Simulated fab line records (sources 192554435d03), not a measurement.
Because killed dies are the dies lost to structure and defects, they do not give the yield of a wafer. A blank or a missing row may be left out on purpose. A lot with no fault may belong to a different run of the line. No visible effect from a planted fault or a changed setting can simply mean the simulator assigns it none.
fab line records ; flow n5Finfet
record: lots: 4; wafers: 12; lastDay: 19
route steps=1938 shown WELL_APT@36 PMOS_HMC_CHANNEL_EPI@57 BEOL_M4@1111
lots untouched by any fault: they come from a run of this same line in which no faults occurred
startH: start of the lot's first displayed wafer, in hours after the record's first day ; waitH: hours elapsed since this lot's preceding step ; " repeats the value in the row above ; L1.1+2: a row that stands for several wafers ; - no value, or no start given ; * or withheld: withheld ; < > ~ a bound
route shown NAME@n: a module of which the file shows steps, and the number in the route of the first ; usual: mean/standard deviation taken from wafers without a fault ; same: alike in all rows ; chamber/n: place in a boat ; sites: the reading at each site ; _std_site: the standard deviation of these ; _edge_site: inner sites' mean taken away from outer sites' mean ; radiusMm: how far each site lies from the wafer's centre ; mask NAME#n: copy n ; behind: tool/chamber where the wafer was last shaped ; hold: why the lot went on hold/how many hours it stayed there/how the hold came to an end ; device: names the non-switching transistor (n, p or np) ; end of line: the same wafers' tests at the end of the route ; step lacking rows: just its recipe ; killed: at the first sort, the dies lost to defects and structure; wafer yield is something else ; map: a wafer's dies, x killed, . not, _ none there
set.NAME: the setting the step ran with; set.NAME@STEP: the setting that earlier step ran with ; model.NAME: the simulator's own value behind a step, which no gauge read
certain route steps with their lots: each step a table, each wafer a row
services: a tool's chamber out of use, with start hour (startH, from the record's first day; less than 0 if before it), hours out, and reason
== steps ==
step: N5_WELL_APT_COAT_19
recipe: spinRpm: 1357; resistThkNm: 950
step: N5_WELL_APT_EBR_21
recipe: solvent: PGMEA; ebrWidthMm: 1.5
step: N5_WELL_APT_SOFTBAKE_20
recipe: tempC: 130; timeS: 60
step: N5_WELL_APT_EXPOSE_22
recipe: maskId: PWELL; na: 0.8; sourceShape: conventional; sigmaOuter: 0.8; polarization: unpolarized; defocusNm: 0; targetCdNm: 200; doseMj: 23.2
step: N5_WELL_APT_PEB_23
recipe: pebTempC: 130; pebTimeS: 90
step: N5_WELL_APT_DEVELOP_24
recipe: developTimeS: 45; rinseLiquid: surfactantRinse; dry: airSpin; devTempC: 21
step: N5_WELL_APT_HARDBAKE_29
recipe: tempC: 130; timeS: 120
step: N5_WELL_APT_DESCUM_30
recipe: chemistry: O2; timeS: 7.9; sourcePowerW: 50; biasPowerW: 20; pressureMtorr: 20; rfFrequencyHz: 2.712e+07; tempC: 40; o2FlowSccm: 225
step: N5_WELL_APT_IMPLANT_31
recipe: species: B; energyKev: 60; doseCm2: 1.5e+13; tiltDeg: 0; rotationDeg: 0
step: N5_WELL_APT_IMPLANT_32
recipe: species: BF2; energyKev: 50; doseCm2: 2e+13; tiltDeg: 0; rotationDeg: 0
usual: beamEnergyKeV: 50.002/0.015
lot.wafer;tool;chamber;startH;waitH;beamEnergyKeV;model.implant.rpNm;model.implant.drpNm
L787.3;implanter-02;0;57.51;0.1;50.000;38.16;18.55
L787.4;implanter-02;0;57.51;0.1;50.010;38.16;18.55
L787.6;implanter-02;0;57.51;0.1;50.005;38.16;18.55
L798.3;implanter-02;0;123.80;0.1;60.278;44.25;21.28
L798.4;implanter-02;0;123.80;0.1;60.265;44.25;21.28
L798.5;implanter-02;0;123.80;0.1;60.275;44.25;21.28
L800.2;implanter-02;0;135.96;0.1;60.264;43.55;21.28
L800.5;implanter-02;0;135.96;0.1;60.270;43.55;21.28
L800.6;implanter-02;0;135.96;0.1;60.259;43.55;21.28
L803.1;implanter-01;0;153.24;0.1;50.036;37.77;18.55
L803.3;implanter-01;0;153.24;0.1;50.023;37.77;18.55
L803.4;implanter-01;0;153.24;0.1;50.007;37.77;18.55
step: N5_WELL_APT_STRIP_33
recipe: chemistry: SPM; timeS: 900; tempC: 130; h2so4H2o2VolRatio: 4; dry: ipaMarangoni
step: N5_WELL_APT_RTA_34
recipe: tempC: 1000; timeS: 10; ambient: N2; idleTempC: 600; rampUpCPerS: 150; rampDownCPerS: 60; coolToC: 600
step: N5_WELL_APT_OXIDE_STRIP_42
recipe: chemistry: dHF; dilution: 25:1; timeS: 45; tempC: 25; target: SiO2; targetDepthA: 120
step: N5_WELL_APT_PRECLEAN_36
recipe: chemistry: O3/DIW; timeS: 45; tempC: 22; o3Ppm: 10
step: N5_WELL_APT_PRECLEAN_39
recipe: chemistry: dHF; timeS: 60; dilution: 150:1; tempC: 25
step: N5_WELL_APT_SRD_37
recipe: dry: ipaMarangoni; doPpb: 5; timeS: 30; tempC: 23; rinseLiquid: diw
step: N5_WELL_APT_EPI_41
recipe: material: Si; targetThkA: 500; tempC: 650; precursor: SiH4/H2; pressureTorr: 20; timeS: 297.7
step: N5_PMOS_HMC_CHANNEL_EPI_HM_DEP_34
recipe: material: SiO2; targetThkA: 360; tempC: 400; precursor: TEOS/O2; pressureTorr: 6.5; rfW: 900; teosFlowSccm: 161.4; gas: O2; flowSccm: 2650; timeS: 6.9
step: N5_PMOS_HMC_CHANNEL_EPI_COAT_31
recipe: resist: BARC; tempC: 205; timeS: 60; spinRpm: 1500; resistThkNm: 66
step: N5_PMOS_HMC_CHANNEL_EPI_COAT_03
recipe: resist: CAR-ArF-block; spinRpm: 1500; resistThkNm: 205
step: N5_PMOS_HMC_CHANNEL_EPI_EBR_05
recipe: solvent: PGMEA; ebrWidthMm: 1.5
step: N5_PMOS_HMC_CHANNEL_EPI_SOFTBAKE_04
recipe: tempC: 110; timeS: 60; resist: CAR-ArF-block
step: N5_PMOS_HMC_CHANNEL_EPI_EXPOSE_06
recipe: maskId: PMOS_HMC_BLK; na: 1.35; sourceShape: conventional; sigmaOuter: 0.8; polarization: unpolarized; targetCdNm: 240; doseMj: 41
step: N5_PMOS_HMC_CHANNEL_EPI_PEB_07
recipe: pebTempC: 110; pebTimeS: 60; resist: CAR-ArF-block
step: N5_PMOS_HMC_CHANNEL_EPI_DEVELOP_08
recipe: developTimeS: 30; developer: TMAH; resist: CAR-ArF-block; devTempC: 23; rinseLiquid: diw; dry: airSpin
step: N5_PMOS_HMC_CHANNEL_EPI_DESCUM_14
recipe: chemistry: O2; timeS: 7.9; sourcePowerW: 50; biasPowerW: 20; pressureMtorr: 20; rfFrequencyHz: 2.712e+07; tempC: 40; resist: CAR-ArF-block; o2FlowSccm: 225
step: N5_PMOS_HMC_CHANNEL_EPI_ETCH_32
recipe: chemistry: N2/H2; target: BARC; stopOn: SiO2; targetDepthA: 858; overEtchFrac: 0.3; timeS: 50.3; ionEnergyEv: 200; maskMaterial: CAR-ArF-block; pressureMtorr: 30; sourceW: 840; biasW: 150; n2FlowSccm: 200; h2FlowSccm: 200
step: N5_PMOS_HMC_CHANNEL_EPI_HM_OPEN_15
recipe: chemistry: CHF3/O2; target: SiO2; maskMaterial: CAR-ArF-block; targetDepthA: 406; CHF3_flow_sccm: 50; O2_flow_sccm: 5; Ar_flow_sccm: 200; timeS: 20.3; pressureMtorr: 30; sourceW: 650; biasW: 170; ionEnergyEv: 200
step: N5_PMOS_HMC_CHANNEL_EPI_STRIP_33
recipe: chemistry: N2/H2; powerW: 500; tempC: 40; pressureMtorr: 50; rfFrequencyHz: 6e+07; overashFraction: 0.3; biasPowerW: 8; h2Frac: 0.5; n2FlowSccm: 300; h2FlowSccm: 300
step: N5_PMOS_HMC_CHANNEL_EPI_STRIP_17
recipe: chemistry: SPM; timeS: 750; tempC: 130; h2so4H2o2VolRatio: 4; dry: ipaMarangoni
step: N5_PMOS_HMC_CHANNEL_EPI_ETCH_38
recipe: chemistry: CF4; target: SiO2; targetDepthA: 15; ionEnergyEv: 350; pressureMtorr: 10; icpW: 800; biasW: 400; cf4FlowSccm: 80
step: N5_PMOS_HMC_CHANNEL_EPI_FIN_RECESS_16
recipe: chemistry: HBr/Cl2; target: Si; maskMaterial: SiO2; targetDepthA: 540; timeS: 18; pressureMtorr: 10; icpW: 800; biasW: 75; HBr_flow_sccm: 150; Cl2_flow_sccm: 80
step: N5_PMOS_HMC_CHANNEL_EPI_PRECLEAN_36
recipe: chemistry: O3/DIW; timeS: 45; tempC: 22; o3Ppm: 10
step: N5_PMOS_HMC_CHANNEL_EPI_PRECLEAN_18
recipe: chemistry: DHF; timeS: 30; tempC: 25; dilution: withheld
step: N5_PMOS_HMC_CHANNEL_EPI_SRD_19
recipe: dry: ipaMarangoni; doPpb: 5; timeS: 30; tempC: 23; rinseLiquid: diw
step: N5_BEOL_M4_RC_MEAS_101
usual: CJ_N: 4.35/0.08; DIBL_N: 36.1/1.3; DIBL_P: 36.1/1.7; IOFF_N: 0.154/0.022; IOFF_P: 0.201/0.024; ION_N: 675/8.9; ION_P: 462/5.9; RS_PWELL: 3009/26; SS_N: 71.5/0.49; SS_P: 73.3/0.58; VT_N: 250.0/2.7; VT_P: -251.3/2.7
lot.wafer;tool;chamber;startH;waitH;CJ_N;DIBL_N[mV/V];DIBL_P[mV/V];IOFF_N[nA/um];IOFF_P[nA/um];ION_N[uA/um];ION_P[uA/um];RS_PWELL[ohm/sq];SS_N[mV/dec];SS_P[mV/dec];VT_N[mV];VT_P[mV]
L787.3;prober-02;0;213.20;0.3;4.50;34.1;32.0;0.123;0.167;670;457;3031;70.9;72.1;253.0;-252.4
L787.4;prober-02;0;213.20;0.3;4.51;36.1;33.3;0.144;0.180;671;456;3047;72.4;73.1;250.6;-253.8
L787.6;prober-02;0;213.20;0.3;4.49;37.0;35.1;0.175;0.209;687;466;3018;71.6;73.7;247.1;-250.0
L798.3;prober-02;0;285.03;0.3;3.75;40.2;40.7;0.225;0.239;684;457;2849;73.0;73.8;248.1;-251.5
L798.4;prober-02;0;285.03;0.3;3.73;35.9;35.6;0.138;0.168;667;454;2821;71.6;73.0;255.7;-257.8
L798.5;prober-02;0;285.03;0.3;3.68;36.8;36.8;0.153;0.187;667;455;2823;71.7;73.2;252.3;-253.4
L800.2;prober-02;0;293.39;0.2;3.64;38.1;37.6;0.184;0.213;683;469;2862;72.2;75.4;247.8;-253.5
L800.5;prober-02;0;293.39;0.2;3.67;38.7;37.9;0.209;0.227;682;464;2824;71.6;74.3;245.8;-250.5
L800.6;prober-02;0;293.39;0.2;3.66;38.1;37.8;0.182;0.215;688;464;2859;72.1;74.3;247.2;-253.0
L803.1;prober-01;0;322.46;0.0;4.32;34.4;34.5;0.120;0.148;673;461;2968;71.5;72.9;253.3;-257.6
L803.3;prober-01;0;322.46;0.0;4.37;37.1;37.9;0.162;0.182;677;459;2933;71.4;73.9;248.8;-253.7
L803.4;prober-01;0;322.46;0.0;4.33;35.9;36.7;0.149;0.175;671;456;2986;72.4;73.4;249.1;-255.6
== services ==
tool;chamber;startH;hours;kind
implanter-01;-;67.92;2.8;repair
== key ==
firstSign: step: N5_WELL_APT_IMPLANT_32; reading: beamEnergyKeV; direction: up; sigmas: 99+; usual: 50.002; struck: 60.268
effect: step: N5_BEOL_M4_RC_MEAS_101; reading: CJ_N; direction: down; sigmas: 8.3; usual: 4.35; struck: 3.69
effect: step: N5_BEOL_M4_RC_MEAS_101; reading: RS_PWELL; direction: down; sigmas: 6.6; usual: 3009; struck: 2840
modelEffect: step: N5_WELL_APT_IMPLANT_32; value: implant.rpNm; without: 36.47; struck: 43.9
metAt N5_WELL_APT_IMPLANT_32
struckWafers L798.3,L798.4,L798.5,L800.2,L800.5,L800.6
onsetBetween 57.51 123.80
fault: kind: processParameterDrift; tool: implanter-02; chamber: -; onsetH: 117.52; steps: N5_WELL_APT_IMPLANT_32; channel: energyKev; offset: 10.274; shape: step; endH: 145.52; actsIn: theseRecipesOnly; stated: 50
